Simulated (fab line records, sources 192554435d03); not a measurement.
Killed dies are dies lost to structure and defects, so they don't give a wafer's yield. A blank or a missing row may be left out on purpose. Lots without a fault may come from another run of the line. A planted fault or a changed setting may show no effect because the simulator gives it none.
Which tool did it? | flow n5_finfet | 24 lots, 72 wafers sampled, at 6 steps of a route of 1938

WHAT THE GAUGES READ, wafer by wafer
N5_BEOL_M4_INSPECT_30: inspects for defects (brightfield).
lot  | measured     | on                | raw_defect_count
L074 | day 7 10:01  | defect_inspect-02 | 521 332 450
L075 | day 7 15:58  | defect_inspect-02 | 449 266 414
L077 | day 7 23:10  | defect_inspect-02 | 241 232 450
L076 | day 8 03:29  | defect_inspect-01 | 307 348 302
L078 | day 8 03:56  | defect_inspect-01 | 354 408 477
L080 | day 8 13:00  | defect_inspect-01 | 400 387 304
L079 | day 8 21:32  | defect_inspect-02 | 356 620 459
L081 | day 9 08:39  | defect_inspect-01 | 593 357 469
L082 | day 9 12:00  | defect_inspect-01 | 397 391 475
L083 | day 9 20:43  | defect_inspect-02 | 310 467 512
L085 | day 10 00:16 | defect_inspect-02 | 222 253 272
L084 | day 10 02:05 | defect_inspect-02 | 337 298 323
L086 | day 10 13:39 | defect_inspect-02 | 283 338 336
L087 | day 10 18:16 | defect_inspect-02 | 307 303 334
L089 | day 10 20:19 | defect_inspect-01 | 371 349 514
L088 | day 10 20:23 | defect_inspect-02 | 373 387 471
L090 | day 11 09:58 | defect_inspect-01 | 299 256 258
L091 | day 11 16:22 | defect_inspect-01 | 318 344 341
L092 | day 12 10:02 | defect_inspect-01 | 350 352 373
L093 | day 12 07:53 | defect_inspect-02 | 303 296 321
L094 | day 12 17:10 | defect_inspect-01 | 460 833 632
L096 | day 13 01:42 | defect_inspect-01 | 446 456 399
L095 | day 12 22:29 | defect_inspect-02 | 378 443 474
L097 | day 13 04:00 | defect_inspect-02 | 396 545 294

WHICH TOOL RAN EACH LOT (tool, then ch and the chambers of the sampled wafers, then the start)
lot  | N5_BEOL_M3_ETCH_77                 | N5_BEOL_M3_ALD_98                 | N5_BEOL_M3_ALD_84                   | N5_BEOL_M3_ANNEAL_80         | N5_BEOL_M3_SPUTTER_88
L074 | rie_diel-02 ch 0,1,2, day 7 01:13  | ald_sin-01 ch 1,2,3, day 7 01:59  | ald_metal-01 ch 0,1,2, day 7 04:24  | pvd_sputter-02, day 7 05:24  | pvd_sputter-02, day 7 05:59
L075 | rie_diel-06 ch 1,2,3, day 7 05:24  | ald_sin-04 ch 1,2,3, day 7 05:30  | ald_metal-04 ch 0,1,3, day 7 08:10  | pvd_sputter-01, day 7 09:23  | pvd_sputter-01, day 7 10:01
L077 | rie_diel-03 ch 0,1,2, day 7 15:21  | ald_sin-02 ch 0,2,3, day 7 15:28  | ald_metal-04 ch 0,1, day 7 18:16    | pvd_sputter-03, day 7 19:04  | pvd_sputter-03, day 7 19:39
L076 | rie_diel-03 ch 1,2,3, day 7 15:39  | ald_sin-01 ch 1,2,3, day 7 16:20  | ald_metal-01 ch 0,1,3, day 7 18:34  | pvd_sputter-02, day 7 19:38  | pvd_sputter-02, day 7 20:13
L078 | rie_diel-03 ch 1,2,3, day 7 19:55  | ald_sin-04 ch 0,2, day 7 20:03    | ald_metal-01 ch 1,2,3, day 7 21:22  | pvd_sputter-01, day 7 22:17  | pvd_sputter-01, day 7 22:52
L080 | rie_diel-06 ch 0,1,3, day 8 04:48  | ald_sin-01 ch 0,1,3, day 8 04:54  | ald_metal-01 ch 0,1, day 8 06:15    | pvd_sputter-01, day 8 07:05  | pvd_sputter-01, day 8 07:40
L079 | rie_diel-06 ch 2,3, day 8 12:05    | ald_sin-02 ch 0,1,3, day 8 12:11  | ald_metal-04 ch 0,3, day 8 14:49    | pvd_sputter-01, day 8 15:33  | pvd_sputter-01, day 8 16:08
L081 | rie_diel-06 ch 0,2, day 8 19:52    | ald_sin-04 ch 0,2, day 8 20:17    | ald_metal-04 ch 0,2,3, day 9 02:52  | pvd_sputter-03, day 9 04:04  | pvd_sputter-03, day 9 04:38
L082 | rie_diel-03 ch 2,3, day 9 04:02    | ald_sin-04 ch 0,1,2, day 9 04:08  | ald_metal-04 ch 2,3, day 9 06:47    | pvd_sputter-03, day 9 07:37  | pvd_sputter-03, day 9 08:11
L083 | rie_diel-03 ch 0,2,3, day 9 14:19  | ald_sin-01 ch 0,1, day 9 14:25    | ald_metal-01 ch 0,3, day 9 15:38    | pvd_sputter-02, day 9 16:31  | pvd_sputter-02, day 9 17:05
L085 | rie_diel-03 ch 1,2, day 9 16:48    | ald_sin-04 ch 1,2,3, day 9 16:54  | ald_metal-03 ch 0,1,2, day 9 19:11  | pvd_sputter-03, day 9 20:04  | pvd_sputter-03, day 9 20:39
L084 | rie_diel-03 ch 2,3, day 9 16:55    | ald_sin-01 ch 2,3, day 9 17:01    | ald_metal-03 ch 0,3, day 9 19:24    | pvd_sputter-02, day 9 20:19  | pvd_sputter-02, day 9 20:53
L086 | rie_diel-02 ch 0,1,3, day 9 23:13  | ald_sin-02 ch 0,3, day 9 23:19    | ald_metal-03 ch 1,2, day 10 01:20   | pvd_sputter-03, day 10 03:46 | pvd_sputter-03, day 10 05:59
L087 | rie_diel-06 ch 0,1,3, day 10 07:13 | ald_sin-04 ch 0,2, day 10 07:31   | ald_metal-04 ch 0,1, day 10 11:47   | pvd_sputter-03, day 10 12:55 | pvd_sputter-03, day 10 13:29
L089 | rie_diel-06 ch 0,1, day 10 13:35   | ald_sin-01 ch 1,2, day 10 13:51   | ald_metal-04 ch 1,2, day 10 14:43   | pvd_sputter-03, day 10 15:32 | pvd_sputter-03, day 10 16:07
L088 | rie_diel-03 ch 0,3, day 10 13:50   | ald_sin-01 ch 0,2, day 10 13:57   | ald_metal-03 ch 1,3, day 10 14:53   | pvd_sputter-02, day 10 15:47 | pvd_sputter-02, day 10 16:22
L090 | rie_diel-06 ch 0,2,3, day 11 00:41 | ald_sin-01 ch 0,3, day 11 00:47   | ald_metal-04 ch 0,1, day 11 04:21   | pvd_sputter-02, day 11 05:20 | pvd_sputter-02, day 11 05:55
L091 | rie_diel-02 ch 1,2, day 11 09:06   | ald_sin-02 ch 0,2,3, day 11 09:12 | ald_metal-03 ch 1,2,3, day 11 10:01 | pvd_sputter-01, day 11 10:51 | pvd_sputter-01, day 11 11:26
L092 | rie_diel-06 ch 0,3, day 11 22:38   | ald_sin-04 ch 0,1,3, day 11 23:00 | ald_metal-01 ch 0,1,3, day 12 02:36 | pvd_sputter-03, day 12 03:23 | pvd_sputter-03, day 12 03:58
L093 | rie_diel-02 ch 1,2, day 11 23:24   | ald_sin-02 ch 1,2,3, day 11 23:30 | ald_metal-03 ch 0,2,3, day 12 02:40 | pvd_sputter-02, day 12 03:27 | pvd_sputter-02, day 12 04:02
L094 | rie_diel-02 ch 2,3, day 11 23:37   | ald_sin-02 ch 0,1,3, day 12 00:13 | ald_metal-04 ch 0,2, day 12 09:32   | pvd_sputter-03, day 12 10:37 | pvd_sputter-03, day 12 11:12
L096 | rie_diel-02 ch 0,1, day 12 13:15   | ald_sin-01 ch 0,1,3, day 12 13:21 | ald_metal-04 ch 2,3, day 12 18:02   | pvd_sputter-03, day 12 18:47 | pvd_sputter-03, day 12 19:22
L095 | rie_diel-06 ch 0,1, day 12 13:53   | ald_sin-01 ch 0,2,3, day 12 13:59 | ald_metal-03 ch 1,2, day 12 15:28   | pvd_sputter-01, day 12 16:34 | pvd_sputter-01, day 12 17:09
L097 | rie_diel-03 ch 0,2, day 12 19:43   | ald_sin-04 ch 0,2, day 12 19:55   | ald_metal-04 ch 0,1,2, day 12 21:18 | pvd_sputter-02, day 12 22:18 | pvd_sputter-02, day 12 22:53
- N5_BEOL_M3_ETCH_77: etches underlayer in N2/H2, target depth 6.5 nm, time 5.2 s.
- N5_BEOL_M3_ALD_98: deposits SiO2, target thk 2.5 nm, pulse time 1 s, co reactant pulse time 1 s.
- N5_BEOL_M3_ALD_84: deposits TaN, pulse time 2 s, purge time 3 s, co reactant purge time 2 s.
- N5_BEOL_M3_ANNEAL_80: time 240 s.
- N5_BEOL_M3_SPUTTER_88: material Cu, target thk 4.5 nm, time 8.29 s.

WHAT THE TOOLS THEMSELVES READ (means of the sampled wafers that have a number; where no wafer has one, the mark that the record gives instead)
N5_BEOL_M3_ETCH_77.
lot  | tool        | drypump_motor_current_A (A) | etch_rf_on_time_s (s) | oes_product_au (a.u.) | rf_vpp_V (V) | showerhead_plenum_p_Torr (Torr) | throttle_valve_pct (%)
L074 | rie_diel-02 | 5.81                        | 5.04                  | 0.73                  | 524.4        | 2.57                            | 17.57
L075 | rie_diel-06 | 6.12                        | 5.25                  | 0.66                  | 524.4        | 2.52                            | 17.68
L077 | rie_diel-03 | 5.78                        | 5.13                  | 0.65                  | 523.2        | 2.51                            | 17.96
L076 | rie_diel-03 | 5.80                        | 5.24                  | 0.63                  | 524.6        | 2.58                            | 17.94
L078 | rie_diel-03 | 5.79                        | 5.14                  | 0.64                  | 525.7        | 2.58                            | 17.96
L080 | rie_diel-06 | 6.03                        | 5.41                  | 0.65                  | 525.1        | 2.58                            | 17.84
L079 | rie_diel-06 | 5.87                        | 5.41                  | 0.59                  | 521.9        | 2.50                            | 17.92
L081 | rie_diel-06 | 5.88                        | 5.11                  | 0.62                  | 525.0        | 2.61                            | 17.92
L082 | rie_diel-03 | 5.89                        | 5.19                  | 0.63                  | 525.9        | 2.61                            | 17.84
L083 | rie_diel-03 | 5.88                        | 5.11                  | 0.65                  | 523.9        | 2.54                            | 17.86
L085 | rie_diel-03 | 5.66                        | 5.24                  | 0.62                  | 523.5        | 2.53                            | 18.10
L084 | rie_diel-03 | 5.93                        | 5.18                  | 0.63                  | 526.4        | 2.61                            | 17.83
L086 | rie_diel-02 | 5.86                        | 5.09                  | 0.74                  | 524.2        | 2.55                            | 17.64
L087 | rie_diel-06 | 6.01                        | 5.38                  | 0.63                  | 525.7        | 2.58                            | 17.87
L089 | rie_diel-06 | 6.01                        | 5.18                  | 0.64                  | 526.2        | 2.63                            | 17.86
L088 | rie_diel-03 | 5.79                        | 5.17                  | 0.61                  | 523.9        | 2.55                            | 17.82
L090 | rie_diel-06 | 5.86                        | 5.22                  | 0.59                  | 524.1        | 2.55                            | 17.95
L091 | rie_diel-02 | 5.98                        | 5.04                  | 0.66                  | 524.5        | 2.58                            | 17.67
L092 | rie_diel-06 | 5.80                        | 5.44                  | 0.58                  | 524.1        | 2.55                            | 18.13
L093 | rie_diel-02 | 5.98                        | 5.01                  | 0.67                  | 525.6        | 2.62                            | 17.61
L094 | rie_diel-02 | 6.10                        | 5.01                  | 0.71                  | 521.3        | 2.52                            | 17.78
L096 | rie_diel-02 | 5.81                        | 5.11                  | 0.70                  | 525.8        | 2.60                            | 17.56
L095 | rie_diel-06 | 6.25                        | 5.22                  | 0.67                  | 524.9        | 2.59                            | 17.67
L097 | rie_diel-03 | 5.97                        | 5.09                  | 0.65                  | 523.2        | 2.52                            | 17.94

N5_BEOL_M3_ALD_98.
lot  | tool       | chamber_pressure_Torr (Torr) | heater_power_w (W) | precursor_pulse_height_rel
L074 | ald_sin-01 | 1.998                        | 75                 | 0.998
L075 | ald_sin-04 | 1.999                        | 75                 | 0.997
L077 | ald_sin-02 | 1.997                        | 70                 | 1.011
L076 | ald_sin-01 | 2.000                        | 74                 | 1.020
L078 | ald_sin-04 | 2.001                        | 75                 | 1.009
L080 | ald_sin-01 | 2.002                        | 75                 | 1.020
L079 | ald_sin-02 | 2.000                        | 67                 | 1.014
L081 | ald_sin-04 | 1.999                        | 79                 | 0.996
L082 | ald_sin-04 | 2.000                        | 77                 | 1.004
L083 | ald_sin-01 | 1.995                        | 75                 | 1.002
L085 | ald_sin-04 | 2.000                        | 75                 | 1.008
L084 | ald_sin-01 | 2.002                        | 74                 | 0.999
L086 | ald_sin-02 | 2.001                        | 65                 | 0.998
L087 | ald_sin-04 | 1.998                        | 77                 | 1.014
L089 | ald_sin-01 | 2.000                        | 73                 | 1.016
L088 | ald_sin-01 | 2.003                        | 85                 | 0.982
L090 | ald_sin-01 | 1.996                        | 76                 | 0.982
L091 | ald_sin-02 | 2.003                        | 71                 | 0.996
L092 | ald_sin-04 | 2.000                        | 72                 | 0.981
L093 | ald_sin-02 | 1.999                        | 74                 | 0.999
L094 | ald_sin-02 | 1.997                        | 68                 | 0.995
L096 | ald_sin-01 | 1.997                        | 75                 | 1.006
L095 | ald_sin-01 | 1.999                        | 80                 | 0.989
L097 | ald_sin-04 | 1.995                        | 77                 | 1.000

N5_BEOL_M3_ALD_84.
lot  | tool         | chamber_pressure_Torr (Torr) | heater_power_w (W)
L074 | ald_metal-01 | 2.999                        | 474
L075 | ald_metal-04 | 2.991                        | 434
L077 | ald_metal-04 | 3.001                        | 414
L076 | ald_metal-01 | 3.000                        | 471
L078 | ald_metal-01 | 3.005                        | 453
L080 | ald_metal-01 | 3.000                        | 499
L079 | ald_metal-04 | 2.990                        | 411
L081 | ald_metal-04 | 3.002                        | 431
L082 | ald_metal-04 | 3.000                        | 444
L083 | ald_metal-01 | 2.989                        | 468
L085 | ald_metal-03 | 3.004                        | 414
L084 | ald_metal-03 | 3.000                        | 476
L086 | ald_metal-03 | 3.005                        | 387
L087 | ald_metal-04 | 2.994                        | 413
L089 | ald_metal-04 | 2.996                        | 446
L088 | ald_metal-03 | 2.999                        | 448
L090 | ald_metal-04 | 2.998                        | 417
L091 | ald_metal-03 | 2.996                        | 419
L092 | ald_metal-01 | 2.995                        | 477
L093 | ald_metal-03 | 3.004                        | 445
L094 | ald_metal-04 | 3.002                        | 431
L096 | ald_metal-04 | 2.998                        | 446
L095 | ald_metal-03 | 3.001                        | 388
L097 | ald_metal-04 | 3.005                        | 428

N5_BEOL_M3_ANNEAL_80.
lot  | tool           | heater_power_w (W)
L074 | pvd_sputter-02 | 758
L075 | pvd_sputter-01 | 761
L077 | pvd_sputter-03 | 780
L076 | pvd_sputter-02 | 815
L078 | pvd_sputter-01 | 880
L080 | pvd_sputter-01 | 888
L079 | pvd_sputter-01 | 829
L081 | pvd_sputter-03 | 796
L082 | pvd_sputter-03 | 784
L083 | pvd_sputter-02 | 747
L085 | pvd_sputter-03 | 772
L084 | pvd_sputter-02 | 828
L086 | pvd_sputter-03 | 755
L087 | pvd_sputter-03 | 768
L089 | pvd_sputter-03 | 784
L088 | pvd_sputter-02 | 795
L090 | pvd_sputter-02 | 779
L091 | pvd_sputter-01 | 876
L092 | pvd_sputter-03 | 757
L093 | pvd_sputter-02 | 736
L094 | pvd_sputter-03 | 803
L096 | pvd_sputter-03 | 788
L095 | pvd_sputter-01 | 827
L097 | pvd_sputter-02 | 851

N5_BEOL_M3_SPUTTER_88.
lot  | tool           | chuck_sensor_temp_C (C) | throttle_valve_pct (%)
L074 | pvd_sputter-02 | -15.7                   | 30.9
L075 | pvd_sputter-01 | -16.3                   | 30.4
L077 | pvd_sputter-03 | -15.9                   | 29.6
L076 | pvd_sputter-02 | -16.4                   | 30.5
L078 | pvd_sputter-01 | -16.0                   | 29.8
L080 | pvd_sputter-01 | -16.7                   | 31.4
L079 | pvd_sputter-01 | -16.1                   | 29.7
L081 | pvd_sputter-03 | -15.8                   | 29.5
L082 | pvd_sputter-03 | -16.1                   | 29.3
L083 | pvd_sputter-02 | -16.1                   | 30.6
L085 | pvd_sputter-03 | -15.7                   | 29.9
L084 | pvd_sputter-02 | -16.3                   | 30.8
L086 | pvd_sputter-03 | -15.7                   | 30.1
L087 | pvd_sputter-03 | -16.2                   | 29.5
L089 | pvd_sputter-03 | -16.0                   | 29.3
L088 | pvd_sputter-02 | -16.3                   | 31.0
L090 | pvd_sputter-02 | -16.4                   | 30.1
L091 | pvd_sputter-01 | -16.4                   | 30.6
L092 | pvd_sputter-03 | -15.9                   | 29.9
L093 | pvd_sputter-02 | -16.0                   | 30.7
L094 | pvd_sputter-03 | -15.5                   | 30.1
L096 | pvd_sputter-03 | -16.1                   | 29.3
L095 | pvd_sputter-01 | -16.7                   | 31.0
L097 | pvd_sputter-02 | -16.5                   | 30.3

THE ANSWER, worked out from the rows above alone
Rule: what is usual is taken from the lots themselves. Put in order of their means at a reading, lots are off if they are a third of the lots or fewer, leave a main group of 4 or more, and stand apart from it by a gap of 3 or more times the standard deviation of the main group's means; of several such gaps the widest counts. A main group whose means are all the same, to the digits that the tables above print for the reading, isn't used. A lot without any number at a reading at which 4 lots or more have one is off too. The other lots that the step has rows for count as sound. The gauges are gone through in route order, then the tools' own readings, and for those a lot's mean is taken as printed above. The first step at which some lot is off is used, and at that step the reading that is off furthest; a lot without a number counts as furthest.
No lot is off at any reading shown: from this, nothing can be told.

WHAT THE SIMULATOR HAD PUT IN
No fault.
